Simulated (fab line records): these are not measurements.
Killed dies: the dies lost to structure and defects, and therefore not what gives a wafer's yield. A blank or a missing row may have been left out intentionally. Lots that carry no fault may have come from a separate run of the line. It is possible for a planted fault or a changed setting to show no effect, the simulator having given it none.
Which of the tools did it? | flow nand-harc | 72 wafers from 24 lots sampled at 4 of the route's 1159 steps

## WHAT THE GAUGES READ, wafer by wafer
NHARC_P_M2_THK_MEAS_24: measures by xrf. Usual: 144.4 nm for thk-nm, sd 1.4.
lot  | measured     | on            | thk-nm (nm)       | flag
L074 | day 6 12:35  | film-metro-02 | 146.5 142.5 144.9 |
L076 | day 6 18:50  | film-metro-02 | 144.5 143.7 143.2 |
L075 | day 6 19:27  | film-metro-02 | 143.6 143.1 143.8 |
L077 | day 6 23:38  | film-metro-02 | 143.4 143.4 143.3 |
L079 | day 7 04:17  | film-metro-02 | 141.1 143.4 143.7 |
L078 | day 7 07:41  | film-metro-01 | 143.7 142.3 147.0 |
L080 | day 7 19:37  | film-metro-02 | 145.9 144.5 145.5 |
L081 | day 8 05:02  | film-metro-01 | 146.0 142.8 142.4 |
L082 | day 8 09:58  | film-metro-02 | 141.4 145.6 144.6 |
L083 | day 8 14:05  | film-metro-02 | 142.1 141.4 145.3 |
L084 | day 8 15:16  | film-metro-01 | 143.7 144.7 146.7 |
L087 | day 9 09:23  | film-metro-02 | 143.2 141.3 143.0 |
L088 | day 9 09:43  | film-metro-01 | 144.1 142.6 142.3 |
L086 | day 9 11:56  | film-metro-01 | 144.3 144.1 144.8 |
L085 | day 9 22:56  | film-metro-02 | 145.3 144.8 144.1 |
L089 | day 10 06:08 | film-metro-02 | 142.8 143.2 146.8 |
L091 | day 10 09:42 | film-metro-01 | 142.5 145.2 143.0 |
L090 | day 10 10:32 | film-metro-01 | 144.0 145.0 145.3 |
L093 | day 10 22:22 | film-metro-02 | 145.4 145.4 147.8 |
L092 | day 11 03:49 | film-metro-01 | 146.2 144.0 143.6 |
L094 | day 11 08:34 | film-metro-01 | 146.1 146.2 146.4 |
L097 | day 11 22:17 | film-metro-01 | 145.6 144.2 145.1 |
L095 | day 11 22:56 | film-metro-01 | 142.5 144.7 144.2 |
L096 | day 12 04:18 | film-metro-01 | 144.9 145.8 145.2 |

## WHICH TOOL RAN EACH LOT (tool, then ch and the chambers of the sampled wafers, then the start)
lot  | NHARC_P_M2_ETCH_28                            | NHARC_P_M2_PRE_CLEAN_30                 | NHARC_P_M2_PVD_21
L074 | rie-diel-09 ch 0,3, day 6 12:35 or earlier    | pvd-sputter-03, day 6 12:35 or earlier  | pvd-sputter-03, day 6 12:35 or earlier
L076 | rie-diel-09 ch 0,1, day 6 18:50 or earlier    | pvd-sputter-01, day 6 18:50 or earlier  | pvd-sputter-01, day 6 18:50 or earlier
L075 | rie-diel-09 ch 0,1,3, day 6 19:27 or earlier  | pvd-sputter-03, day 6 19:27 or earlier  | pvd-sputter-03, day 6 19:27 or earlier
L077 | rie-diel-08 ch 0,1,3, day 6 23:38 or earlier  | pvd-sputter-01, day 6 23:38 or earlier  | pvd-sputter-01, day 6 23:38 or earlier
L079 | rie-diel-09 ch 1,2,3, day 7 04:17 or earlier  | pvd-sputter-01, day 7 04:17 or earlier  | pvd-sputter-01, day 7 04:17 or earlier
L078 | rie-diel-09 ch 1,2,3, day 7 07:41 or earlier  | pvd-sputter-01, day 7 07:41 or earlier  | pvd-sputter-01, day 7 07:41 or earlier
L080 | rie-diel-04 ch 0,2,3, day 7 19:37 or earlier  | pvd-sputter-03, day 7 19:37 or earlier  | pvd-sputter-03, day 7 19:37 or earlier
L081 | rie-diel-09 ch 1,2,3, day 8 05:02 or earlier  | pvd-sputter-02, day 8 05:02 or earlier  | pvd-sputter-02, day 8 05:02 or earlier
L082 | rie-diel-09 ch 0,2, day 8 09:58 or earlier    | pvd-sputter-03, day 8 09:58 or earlier  | pvd-sputter-03, day 8 09:58 or earlier
L083 | rie-diel-04 ch 2,3, day 8 14:05 or earlier    | pvd-sputter-02, day 8 14:05 or earlier  | pvd-sputter-02, day 8 14:05 or earlier
L084 | rie-diel-09 ch 0,1,3, day 8 15:16 or earlier  | pvd-sputter-03, day 8 15:16 or earlier  | pvd-sputter-03, day 8 15:16 or earlier
L087 | rie-diel-04 ch 0,2, day 9 09:23 or earlier    | pvd-sputter-01, day 9 09:23 or earlier  | pvd-sputter-01, day 9 09:23 or earlier
L088 | rie-diel-09 ch 0,2,3, day 9 09:43 or earlier  | pvd-sputter-03, day 9 09:43 or earlier  | pvd-sputter-03, day 9 09:43 or earlier
L086 | rie-diel-08 ch 0,1,3, day 9 11:56 or earlier  | pvd-sputter-01, day 9 11:56 or earlier  | pvd-sputter-01, day 9 11:56 or earlier
L085 | rie-diel-08 ch 0,1,2, day 9 22:56 or earlier  | pvd-sputter-01, day 9 22:56 or earlier  | pvd-sputter-01, day 9 22:56 or earlier
L089 | rie-diel-08 ch 0,1,3, day 10 06:08 or earlier | pvd-sputter-03, day 10 06:08 or earlier | pvd-sputter-03, day 10 06:08 or earlier
L091 | rie-diel-09 ch 2,3, day 10 09:42 or earlier   | pvd-sputter-02, day 10 09:42 or earlier | pvd-sputter-02, day 10 09:42 or earlier
L090 | rie-diel-09 ch 1,2,3, day 10 10:32 or earlier | pvd-sputter-02, day 10 10:32 or earlier | pvd-sputter-02, day 10 10:32 or earlier
L093 | rie-diel-09 ch 0,2, day 10 22:22 or earlier   | pvd-sputter-01, day 10 22:22 or earlier | pvd-sputter-01, day 10 22:22 or earlier
L092 | rie-diel-04 ch 0,2,3, day 11 03:49 or earlier | pvd-sputter-01, day 11 03:49 or earlier | pvd-sputter-01, day 11 03:49 or earlier
L094 | rie-diel-09 ch 0,2,3, day 11 08:34 or earlier | pvd-sputter-02, day 11 08:34 or earlier | pvd-sputter-02, day 11 08:34 or earlier
L097 | rie-diel-08 ch 0,3, day 11 22:17 or earlier   | pvd-sputter-02, day 11 22:17 or earlier | pvd-sputter-02, day 11 22:17 or earlier
L095 | rie-diel-04 ch 2,3, day 11 22:56 or earlier   | pvd-sputter-01, day 11 22:56 or earlier | pvd-sputter-01, day 11 22:56 or earlier
L096 | rie-diel-09 ch 1,2, day 12 04:18 or earlier   | pvd-sputter-01, day 12 04:18 or earlier | pvd-sputter-01, day 12 04:18 or earlier
- NHARC_P_M2_ETCH_28: etches the open film in CF4/N2, target depth 30 nm, time 72.99 s.
- NHARC_P_M2_PRE_CLEAN_30: time 30 s.
- NHARC_P_M2_PVD_21: deposits Cu, target thk 30 nm, time 20.49 s.

## WHAT THE TOOLS THEMSELVES READ (means of the sampled wafers that have a number; where no wafer has one, the mark that the record gives instead)
NHARC_P_M2_ETCH_28. Usual: drypump-motor-current-A 5.9 A, standard deviation 0.42; oes-product-au 0.997 a.u., standard deviation 0.011; rf-vpp-V 314.3 V, standard deviation 1.8; showerhead-plenum-p-Torr 2.64 Torr, standard deviation 0.096; throttle-valve-pct 19.793 %, standard deviation 0.0089.
lot  | tool        | drypump-motor-current-A (A) | oes-product-au (a.u.) | rf-vpp-V (V) | showerhead-plenum-p-Torr (Torr) | throttle-valve-pct (%) | flag
L074 | rie-diel-09 | 6.3                         | 1.005                 | 313.8        | 2.66                            | 19.789                 |
L076 | rie-diel-09 | 5.8                         | 0.995                 | 313.2        | 2.64                            | 19.789                 |
L075 | rie-diel-09 | 6.0                         | 0.998                 | 314.2        | 2.65                            | 19.789                 |
L077 | rie-diel-08 | 6.2                         | 0.996                 | 313.6        | 2.55                            | 19.796                 |
L079 | rie-diel-09 | 5.8                         | 1.003                 | 313.1        | 2.58                            | 19.789                 |
L078 | rie-diel-09 | 5.7                         | 1.002                 | 313.3        | 2.58                            | 19.796                 |
L080 | rie-diel-04 | 5.8                         | 0.991                 | 316.2        | 2.76                            | 19.790                 |
L081 | rie-diel-09 | 5.7                         | 1.001                 | 313.7        | 2.58                            | 19.793                 |
L082 | rie-diel-09 | 5.8                         | 0.986                 | 314.4        | 2.62                            | 19.793                 |
L083 | rie-diel-04 | 5.7                         | 0.984                 | 316.7        | 2.80                            | 19.790                 |
L084 | rie-diel-09 | 6.1                         | 0.991                 | 314.3        | 2.65                            | 19.797                 |
L087 | rie-diel-04 | 5.6                         | 1.002                 | 317.4        | 2.78                            | 19.791                 |
L088 | rie-diel-09 | 6.0                         | 1.002                 | 315.1        | 2.64                            | 19.801                 |
L086 | rie-diel-08 | 6.2                         | 0.995                 | 312.9        | 2.55                            | 19.793                 |
L085 | rie-diel-08 | 5.8                         | 1.000                 | 313.6        | 2.64                            | 19.791                 |
L089 | rie-diel-08 | 6.2                         | 0.993                 | 313.0        | 2.55                            | 19.789                 |
L091 | rie-diel-09 | 6.0                         | 1.002                 | 312.4        | 2.59                            | 19.790                 |
L090 | rie-diel-09 | 5.7                         | 1.003                 | 313.3        | 2.58                            | 19.795                 |
L093 | rie-diel-09 | 6.1                         | 0.990                 | 316.1        | 2.69                            | 19.791                 |
L092 | rie-diel-04 | 5.8                         | 0.994                 | 316.0        | 2.75                            | 19.794                 |
L094 | rie-diel-09 | 6.1                         | 1.003                 | 314.3        | 2.64                            | 19.788                 |
L097 | rie-diel-08 | 6.3                         | 1.015                 | 313.3        | 2.53                            | 19.797                 |
L095 | rie-diel-04 | 5.9                         | 1.002                 | 316.3        | 2.74                            | 19.797                 |
L096 | rie-diel-09 | 5.4                         | 0.984                 | 313.7        | 2.57                            | 19.792                 |

NHARC_P_M2_PRE_CLEAN_30. Usual: 427 W for heater-power-w, sd 42.
lot  | tool           | heater-power-w (W) | flag
L074 | pvd-sputter-03 | 417                |
L076 | pvd-sputter-01 | 391                |
L075 | pvd-sputter-03 | 452                |
L077 | pvd-sputter-01 | 426                |
L079 | pvd-sputter-01 | 429                |
L078 | pvd-sputter-01 | 418                |
L080 | pvd-sputter-03 | 379                |
L081 | pvd-sputter-02 | 431                |
L082 | pvd-sputter-03 | 439                |
L083 | pvd-sputter-02 | 467                |
L084 | pvd-sputter-03 | 460                |
L087 | pvd-sputter-01 | 416                |
L088 | pvd-sputter-03 | 416                |
L086 | pvd-sputter-01 | 430                |
L085 | pvd-sputter-01 | 451                |
L089 | pvd-sputter-03 | 420                |
L091 | pvd-sputter-02 | 426                |
L090 | pvd-sputter-02 | 441                |
L093 | pvd-sputter-01 | 421                |
L092 | pvd-sputter-01 | 432                |
L094 | pvd-sputter-02 | 424                |
L097 | pvd-sputter-02 | 430                |
L095 | pvd-sputter-01 | 407                |
L096 | pvd-sputter-01 | 442                |

NHARC_P_M2_PVD_21. Usual: chamber-pressure-pa 4.999 Pa, standard deviation 0.011; throttle-valve-pct 30.3 %, standard deviation 0.92.
lot  | tool           | chamber-pressure-pa (Pa) | throttle-valve-pct (%) | flag
L074 | pvd-sputter-03 | 5.007                    | 30.6                   |
L076 | pvd-sputter-01 | 5.004                    | 30.3                   |
L075 | pvd-sputter-03 | 4.993                    | 30.4                   |
L077 | pvd-sputter-01 | 5.004                    | 30.6                   |
L079 | pvd-sputter-01 | 5.003                    | 30.0                   |
L078 | pvd-sputter-01 | 4.996                    | 30.2                   |
L080 | pvd-sputter-03 | 5.007                    | 30.6                   |
L081 | pvd-sputter-02 | 5.013                    | 29.2                   |
L082 | pvd-sputter-03 | 4.995                    | 30.2                   |
L083 | pvd-sputter-02 | 4.993                    | 29.0                   |
L084 | pvd-sputter-03 | 5.001                    | 30.5                   |
L087 | pvd-sputter-01 | 5.002                    | 30.5                   |
L088 | pvd-sputter-03 | 4.984                    | 30.2                   |
L086 | pvd-sputter-01 | 4.998                    | 30.1                   |
L085 | pvd-sputter-01 | 4.984                    | 30.3                   |
L089 | pvd-sputter-03 | 5.000                    | 30.4                   |
L091 | pvd-sputter-02 | 4.998                    | 30.3                   |
L090 | pvd-sputter-02 | 4.998                    | 28.9                   |
L093 | pvd-sputter-01 | 5.001                    | 30.4                   |
L092 | pvd-sputter-01 | 5.004                    | 30.4                   |
L094 | pvd-sputter-02 | 5.013                    | 28.7                   |
L097 | pvd-sputter-02 | 4.996                    | 29.3                   |
L095 | pvd-sputter-01 | 4.999                    | 30.8                   |
L096 | pvd-sputter-01 | 5.000                    | 31.0                   |

## THE ANSWER, worked out from the rows above alone
Rule: take the mean of a lot's wafers that have a number; if it is more than 3 standard deviations from the usual mean, the lot is off. A lot without any number at a reading at which 4 lots or more have one is off too. Where the step has rows for the other lots, those lots are counted as sound. Order of review: gauges by route order, followed by the tools' own readings, for which a lot's mean as printed above is used. The first step at which some lot is off is used, and at that step the reading that is off furthest; a lot without a number counts as furthest.
No lot is off at any reading shown: from this, nothing can be told.

## WHAT WAS PUT IN BY THE SIMULATOR
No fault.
